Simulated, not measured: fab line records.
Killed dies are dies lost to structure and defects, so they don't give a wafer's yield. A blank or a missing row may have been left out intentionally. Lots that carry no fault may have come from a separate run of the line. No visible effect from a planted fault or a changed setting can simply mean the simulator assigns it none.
The tool behind it: which one? + flow n5-finfet + 33 wafers from 11 lots sampled at 2 of the route's 1938 steps

WHAT EACH GAUGE READ, for each wafer
N5_BEOL_M15_RS_MEAS_54: a four-point-probe measurement.
| lot  | measured     | on            | M15_RS (ohm/sq)      |
|------|--------------|---------------|----------------------|
| L130 | day 11 23:05 | film-metro-02 | 0.0217 0.0213 0.0218 |
| L131 | day 12 21:13 | film-metro-02 | 0.0207 0.0210 0.0207 |
| L132 | day 12 21:46 | film-metro-02 | 0.0223 0.0217 0.0220 |
| L133 | day 13 01:01 | film-metro-02 | 0.0215 0.0218 0.0211 |
| L134 | day 13 06:28 | film-metro-01 | 0.0203 0.0214 0.0203 |
| L136 | day 13 12:01 | film-metro-02 | 0.0206 0.0215 0.0209 |
| L135 | day 13 12:05 | film-metro-02 | 0.0218 0.0217 0.0214 |
| L148 | day 16 10:04 | film-metro-01 | 0.0215 0.0215 0.0217 |
| L146 | day 16 16:08 | film-metro-01 | 0.0212 0.0214 0.0210 |
| L149 | day 17 04:21 | film-metro-01 | 0.0219 0.0220 0.0221 |
| L150 | day 17 04:53 | film-metro-01 | 0.0219 0.0219 0.0221 |

EACH LOT AND THE TOOL THAT RAN IT (in order: tool; ch and the chambers of the sampled wafers; start)
| lot  | N5_BEOL_M15_DEP_53              |
|------|---------------------------------|
| L130 | pecvd-04 ch 0,1,2, day 11 23:01 |
| L131 | pecvd-03 ch 0,2, day 12 21:10   |
| L132 | pecvd-04 ch 0,2, day 12 21:42   |
| L133 | pecvd-03 ch 1,2, day 13 00:57   |
| L134 | pecvd-01 ch 0,1,2, day 13 06:24 |
| L136 | pecvd-03 ch 1,2, day 13 11:58   |
| L135 | pecvd-03 ch 0,2, day 13 12:01   |
| L148 | pecvd-03 ch 0,1, day 16 09:59   |
| L146 | pecvd-01 ch 1,2, day 16 16:04   |
| L149 | pecvd-01 ch 0,1,2, day 17 04:17 |
| L150 | pecvd-01 ch 0,2, day 17 04:49   |
- N5_BEOL_M15_DEP_53: deposits SiCN from 3MS/NH3, target thk 50 nm, time 17.8 s.

AS READ BY THE TOOLS THEMSELVES (means over the sampled wafers that have a number; for cases with no such wafer, the mark the record gives instead)
N5_BEOL_M15_DEP_53.
| lot  | tool     | showerhead-plenum-p-Torr (Torr) | throttle-valve-pct (%) |
|------|----------|---------------------------------|------------------------|
| L130 | pecvd-04 | 4.171                           | 17.7                   |
| L131 | pecvd-03 | 4.179                           | 17.8                   |
| L132 | pecvd-04 | 4.165                           | 17.8                   |
| L133 | pecvd-03 | 4.175                           | 18.1                   |
| L134 | pecvd-01 | 4.154                           | 18.5                   |
| L136 | pecvd-03 | 4.166                           | 17.9                   |
| L135 | pecvd-03 | 4.161                           | 17.8                   |
| L148 | pecvd-03 | 4.191                           | 18.3                   |
| L146 | pecvd-01 | 4.145                           | 18.7                   |
| L149 | pecvd-01 | 4.147                           | 18.6                   |
| L150 | pecvd-01 | 4.144                           | 18.1                   |

THE ANSWER, worked out from the rows above alone
Rule: the usual values come from the lots themselves. The widest of any qualifying gaps counts: lots, ordered by their means at a reading, are off when they make up no more than a third of the lots, leave a main group of 4 or more, and stand apart from it by 3 or more times the standard deviation of that group's means. A main group whose means are all the same, to the digits that the tables above print for the reading, isn't used. Also off: a lot with no number at a reading for which 4 or more lots have one. Any other lot the step has rows for is counted as sound. After the gauges, taken in route order, come the tools' own readings; for these a lot's mean is taken, as printed above. At the first step where some lot is off, the reading lying furthest off is the one used; lots without a number count as furthest.
Across all readings shown, no lot is off: no conclusion can be drawn from this.

WHAT THE SIMULATOR HAD INSERTED
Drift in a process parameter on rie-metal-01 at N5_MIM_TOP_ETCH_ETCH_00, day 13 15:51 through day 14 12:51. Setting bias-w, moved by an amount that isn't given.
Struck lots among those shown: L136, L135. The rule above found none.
